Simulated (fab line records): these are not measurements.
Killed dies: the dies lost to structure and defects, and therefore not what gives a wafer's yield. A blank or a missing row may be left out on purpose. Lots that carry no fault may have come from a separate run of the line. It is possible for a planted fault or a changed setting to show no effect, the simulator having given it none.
Matching of chambers / flow nand harc / 3 sister chambers for NHARC_P_M0_DEP_32 on pecvd-01
The step deposits SiCN, target thk 30 nm. 16 wafers are shown with their chamber, then 8 later ones without.

EACH WAFER AND ITS CHAMBER
wafer=L074.2; chamber=2; showerhead vpp V (V)=1267; heater power w (W)=549
wafer=L074.3; chamber=1; showerhead vpp V (V)=1371; heater power w (W)=528
wafer=L074.5; chamber=1; showerhead vpp V (V)=1389; heater power w (W)=530
wafer=L076.1; chamber=2; showerhead vpp V (V)=1288; heater power w (W)=543
wafer=L076.3; chamber=0; showerhead vpp V (V)=1302; heater power w (W)=524
wafer=L076.6; chamber=0; showerhead vpp V (V)=1294; heater power w (W)=511
wafer=L078.1; chamber=0; showerhead vpp V (V)=1312; heater power w (W)=586
wafer=L078.3; chamber=1; showerhead vpp V (V)=1405; heater power w (W)=634
wafer=L078.5; chamber=1; showerhead vpp V (V)=1373; heater power w (W)=631
wafer=L084.3; chamber=1; showerhead vpp V (V)=1376; heater power w (W)=640
wafer=L084.4; chamber=2; showerhead vpp V (V)=1258; heater power w (W)=529
wafer=L084.6; chamber=0; showerhead vpp V (V)=1285; heater power w (W)=572
wafer=L083.1; chamber=0; showerhead vpp V (V)=1306; heater power w (W)=584
wafer=L083.2; chamber=1; showerhead vpp V (V)=1379; heater power w (W)=607
wafer=L083.6; chamber=1; showerhead vpp V (V)=1377; heater power w (W)=616
wafer=L093.1; chamber=0; showerhead vpp V (V)=1284; heater power w (W)=519

SIGNATURES (means of the wafers above)
reading=showerhead vpp V; chamber 0=1297.17; chamber 1=1381.43; chamber 2=1271.00; scatter within a chamber=12.3
reading=heater power w; chamber 0=549.33; chamber 1=598.00; chamber 2=540.33; scatter within a chamber=39.6
Rule: distance of a wafer from a chamber = root of the sum over the readings of ((wafer's reading minus chamber's mean) / reading's scatter) squared. If the next closest chamber is less than 2 further off than the closest, the wafer can't be placed; otherwise it belongs to the closest. The scatter is the square root of a quotient: the sum, over the shown wafers, of each reading's squared deviation from its chamber's mean, divided by wafers minus chambers.

WAFERS MISSING THEIR CHAMBER
wafer=L093.3; showerhead vpp V (V)=1396; heater power w (W)=564
wafer=L093.4; showerhead vpp V (V)=1293; heater power w (W)=516
wafer=L097.1; showerhead vpp V (V)=1385; heater power w (W)=529
wafer=L097.3; showerhead vpp V (V)=1280; heater power w (W)=577
wafer=L097.6; showerhead vpp V (V)=1315; heater power w (W)=594
wafer=L096.1; showerhead vpp V (V)=1374; heater power w (W)=622
wafer=L096.2; showerhead vpp V (V)=1325; heater power w (W)=505
wafer=L096.4; showerhead vpp V (V)=1319; heater power w (W)=521

WHICH CHAMBER EACH WENT THROUGH
wafer=L093.3; from the rows above=1; in truth=1
wafer=L093.4; from the rows above=can't be placed: 0 or 2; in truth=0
wafer=L097.1; from the rows above=1; in truth=1
wafer=L097.3; from the rows above=can't be placed: 2 or 0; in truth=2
wafer=L097.6; from the rows above=can't be placed: 0 or 2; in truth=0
wafer=L096.1; from the rows above=1; in truth=1
wafer=L096.2; from the rows above=can't be placed: 0 or 2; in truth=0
wafer=L096.4; from the rows above=0; in truth=0
Correctly placed: 4 of 8. From these rows, 4 cannot be placed; in 4 the true chamber is one of the candidates. Placed wrongly: 0.
